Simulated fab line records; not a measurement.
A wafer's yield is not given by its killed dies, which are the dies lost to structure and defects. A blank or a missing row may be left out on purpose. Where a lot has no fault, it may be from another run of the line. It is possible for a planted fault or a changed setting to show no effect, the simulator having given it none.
Matching of chambers    flow nand_harc    4 sister chambers for NHARC_P_ZERO_WELL_DESCUM_13 on rie_diel-10
The step chemistry O2, time 3 s. 16 wafers are shown with their chamber, then 8 later ones without.

== WAFERS WITH THEIR CHAMBER ==
wafer   chamber  showerhead_plenum_p_Torr (Torr)  drypump_motor_current_A (A)  oes_product_au (a.u.)
L081.1  2        1.83                             5.6                          1.012
L081.2  0        1.87                             5.5                          1.004
L081.3  1        1.97                             5.3                          0.992
L081.4  3        1.85                             5.5                          1.009
L081.5  2        1.82                             5.5                          0.999
L081.6  3        1.85                             5.5                          1.010
L083.1  3        1.85                             5.4                          1.004
L083.2  1        1.97                             5.3                          1.005
L083.3  0        1.87                             5.5                          1.012
L083.4  3        1.85                             5.5                          1.003
L083.5  1        1.97                             5.3                          1.000
L083.6  0        1.87                             5.5                          1.011
L084.1  0        1.87                             5.5                          1.001
L084.2  1        1.97                             5.3                          0.992
L084.3  2        1.82                             5.6                          1.011
L084.4  3        1.85                             5.5                          1.010

SIGNATURES (averages over the wafers above)
reading                   chamber 0  chamber 1  chamber 2  chamber 3  scatter within a chamber
showerhead_plenum_p_Torr  1.8700     1.9700     1.8233     1.8500     0.00236
drypump_motor_current_A   5.500      5.300      5.567      5.480      0.035
oes_product_au            1.00700    0.99725    1.00733    1.00720    0.00548
Rule: distance of a wafer from a chamber = root of the sum over the readings of ((wafer's reading minus chamber's mean) / reading's scatter) squared. The wafer belongs to the nearest chamber; if the next one is less than 2 further off, it can't be placed. The scatter is the square root of a quotient: the sum, over the shown wafers, of each reading's squared deviation from its chamber's mean, divided by wafers minus chambers.

== WAFERS WITH NO CHAMBER GIVEN ==
wafer   showerhead_plenum_p_Torr (Torr)  drypump_motor_current_A (A)  oes_product_au (a.u.)
L084.5  1.85                             5.5                          1.007
L084.6  1.87                             5.5                          0.998
L087.1  1.84                             5.4                          1.020
L087.2  1.86                             5.5                          1.011
L087.3  1.82                             5.5                          1.000
L087.4  1.96                             5.3                          0.997
L087.5  1.96                             5.3                          0.996
L087.6  1.82                             5.6                          1.009

== EACH ONE'S CHAMBER ==
wafer   from the rows above      in truth
L084.5  3                        3
L084.6  0                        0
L087.1  3                        3
L087.2  can't be placed: 0 or 3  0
L087.3  2                        2
L087.4  1                        1
L087.5  1                        1
L087.6  2                        2
7 of 8 placed correctly. Cannot be placed on the basis of these rows: 1; the candidates contain the true chamber in 1. Wrongly placed: 0.
